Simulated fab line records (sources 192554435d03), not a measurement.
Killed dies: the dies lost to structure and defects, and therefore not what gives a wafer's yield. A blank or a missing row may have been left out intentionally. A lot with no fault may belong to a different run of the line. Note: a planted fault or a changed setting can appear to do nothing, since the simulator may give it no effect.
Which tool did it? ; flow n5_finfet ; 13 lots with 39 wafers sampled at 4 steps, on a route of 1938 steps

== WHAT THE GAUGES SHOWED, per wafer ==
No reading from a measuring or inspecting step in the record can be judged against a usual standard deviation.

== EACH LOT AND THE TOOL THAT RAN IT (in order: tool; ch and the chambers of the sampled wafers; start) ==
lot;N5_BEOL_M10_PRECLEAN_42;N5_BEOL_M15_ANNEAL_48;N5_MIM_TOP_ETCH_PECVD_03;N5_PASSIVATION_PROBE_49
L415;wet_bench-06 ch 2,3,5, day 10 12:06;rtp_anneal-02 ch 0, day 12 01:33;pecvd-04 ch 1,2, day 12 05:16;-
L416;wet_bench-06 ch 1,2,5, day 10 19:27;rtp_anneal-02 ch 0, day 12 03:20;pecvd-03 ch 1,2, day 12 09:39;-
L417;wet_bench-04 ch 0,1,3, day 11 05:40;rtp_anneal-01 ch 0, day 12 15:45;pecvd-01 ch 0,1,2, day 12 20:53;-
L418;wet_bench-06 ch 0,1,7, day 12 03:15;rtp_anneal-01 ch 0, day 13 14:35;pecvd-04 ch 0,1,2, day 13 22:15;-
L421;wet_bench-04 ch 2,4,5, day 12 11:02;rtp_anneal-01 ch 0, day 13 22:22;pecvd-03 ch 1,2, day 14 02:02;-
L423;wet_bench-04 ch 1,2,3, day 12 17:54;rtp_anneal-02 ch 0, day 14 04:29;pecvd-03 ch 1,2, day 14 10:08;-
L425;wet_bench-04 ch 1,4,7, day 12 19:58;rtp_anneal-01 ch 0, day 14 08:41;pecvd-01 ch 1,2, day 14 14:25;-
L424;wet_bench-04 ch 1,4,5, day 12 20:34;rtp_anneal-02 ch 0, day 14 14:05;pecvd-04 ch 0,2, day 14 20:09;-
L427;wet_bench-04 ch 3,5,6, day 13 15:24;rtp_anneal-01 ch 0, day 15 13:38;pecvd-01 ch 0,2, day 15 19:31;prober-01, day 16 08:00
L426;wet_bench-06 ch 4,6,7, day 13 17:40;rtp_anneal-02 ch 0, day 15 03:21;pecvd-04 ch 1,2, day 15 07:04;prober-02, day 15 17:38
L430;wet_bench-01 ch 1,5,7, day 14 12:37;rtp_anneal-01 ch 0, day 16 01:23;pecvd-03 ch 0,1,2, day 16 09:02;-
L431;wet_bench-04 ch 0,3,6, day 14 13:08;rtp_anneal-02 ch 0, day 16 02:25;pecvd-04 ch 1,2, day 16 09:22;prober-01, day 16 18:17
L437;wet_bench-01 ch 0,1,5, day 16 12:07;rtp_anneal-01 ch 0, day 18 02:38;pecvd-03 ch 0,1, day 18 08:20;-
- N5_BEOL_M10_PRECLEAN_42: cleans in residue remover, time 60 s.
- N5_BEOL_M15_ANNEAL_48: time 90 s.
- N5_MIM_TOP_ETCH_PECVD_03: deposits SiNx from SiH4/NH3/N2, target thk 20 nm, time 17.6 s.
- N5_PASSIVATION_PROBE_49

== AS READ BY THE TOOLS THEMSELVES (means over the sampled wafers that have a number; for cases with no such wafer, the mark the record gives instead) ==
N5_BEOL_M10_PRECLEAN_42.
lot;tool;bath_heat_duty_pct (%)
L415;wet_bench-06;5.1
L416;wet_bench-06;4.5
L417;wet_bench-04;5.3
L418;wet_bench-06;4.5
L421;wet_bench-04;4.2
L423;wet_bench-04;4.6
L425;wet_bench-04;5.1
L424;wet_bench-04;4.8
L427;wet_bench-04;4.7
L426;wet_bench-06;5.0
L430;wet_bench-01;4.4
L431;wet_bench-04;4.6
L437;wet_bench-01;4.7

N5_BEOL_M15_ANNEAL_48.
lot;tool;anneal_temp_c_max;wafer_temp_C_max
L415;rtp_anneal-02;226.3;226.5
L416;rtp_anneal-02;226.3;226.3
L417;rtp_anneal-01;226.7;226.5
L418;rtp_anneal-01;226.8;226.3
L421;rtp_anneal-01;226.5;226.3
L423;rtp_anneal-02;226.2;226.4
L425;rtp_anneal-01;226.4;226.8
L424;rtp_anneal-02;226.3;226.5
L427;rtp_anneal-01;226.6;226.6
L426;rtp_anneal-02;226.4;226.8
L430;rtp_anneal-01;226.7;226.4
L431;rtp_anneal-02;226.1;226.7
L437;rtp_anneal-01;226.5;226.7

N5_MIM_TOP_ETCH_PECVD_03.
lot;tool;heater_power_w (W);showerhead_plenum_p_Torr (Torr);throttle_valve_pct (%)
L415;pecvd-04;836;5.14;37.8
L416;pecvd-03;743;5.11;38.3
L417;pecvd-01;762;5.13;39.9
L418;pecvd-04;862;5.12;38.3
L421;pecvd-03;745;5.11;38.4
L423;pecvd-03;760;5.10;38.6
L425;pecvd-01;802;5.11;39.7
L424;pecvd-04;842;5.12;38.9
L427;pecvd-01;653;5.11;40.5
L426;pecvd-04;810;5.07;37.7
L430;pecvd-03;781;5.16;39.4
L431;pecvd-04;823;5.08;37.7
L437;pecvd-03;784;5.19;39.6

N5_PASSIVATION_PROBE_49.
lot;tool;defect_limited_yield (%);killed_at_M0_to_M3;killed_at_M4_up;killed_at_contacts;killed_at_front_end;killed_at_other;killed_dies;killed_on_rim;killed_open;killed_short;sort_bin_4_leakage (%);sort_bin_5_function (%);sort_bin_6_memory (%);sort_bin_8_speed (%);sort_n_pass;sort_yield_pct (%)
L427;prober-01;82.5;36;125;6;36;3.0;206;31;58;33;0.00;10.8;3.5;0.00;974;82.5
L426;prober-02;90.8;31;14;9;53;2.7;108;16;65;38;0.00;5.3;3.3;0.00;1072;90.8
L431;prober-01;85.6;24;100;8;33;4.7;169;29;54;25;0.00;8.6;3.3;0.03;1011;85.6

== THE ANSWER, worked out from the rows above alone ==
Rule: the usual values come from the lots themselves. The widest of any qualifying gaps counts: lots, ordered by their means at a reading, are off when they make up no more than a third of the lots, leave a main group of 4 or more, and stand apart from it by 3 or more times the standard deviation of that group's means. A main group whose means are all the same, to the digits that the tables above print for the reading, isn't used. Also off: a lot with no number at a reading for which 4 or more lots have one. All remaining lots with rows at the step are treated as sound. The gauges are gone through in route order, then the tools' own readings, and for those a lot's mean is taken as printed above. The first step at which some lot is off is used, and at that step the reading that is off furthest; a lot without a number counts as furthest.
None of the lots is off at any reading shown; this tells nothing.

== WHAT THE SIMULATOR HAD INSERTED ==
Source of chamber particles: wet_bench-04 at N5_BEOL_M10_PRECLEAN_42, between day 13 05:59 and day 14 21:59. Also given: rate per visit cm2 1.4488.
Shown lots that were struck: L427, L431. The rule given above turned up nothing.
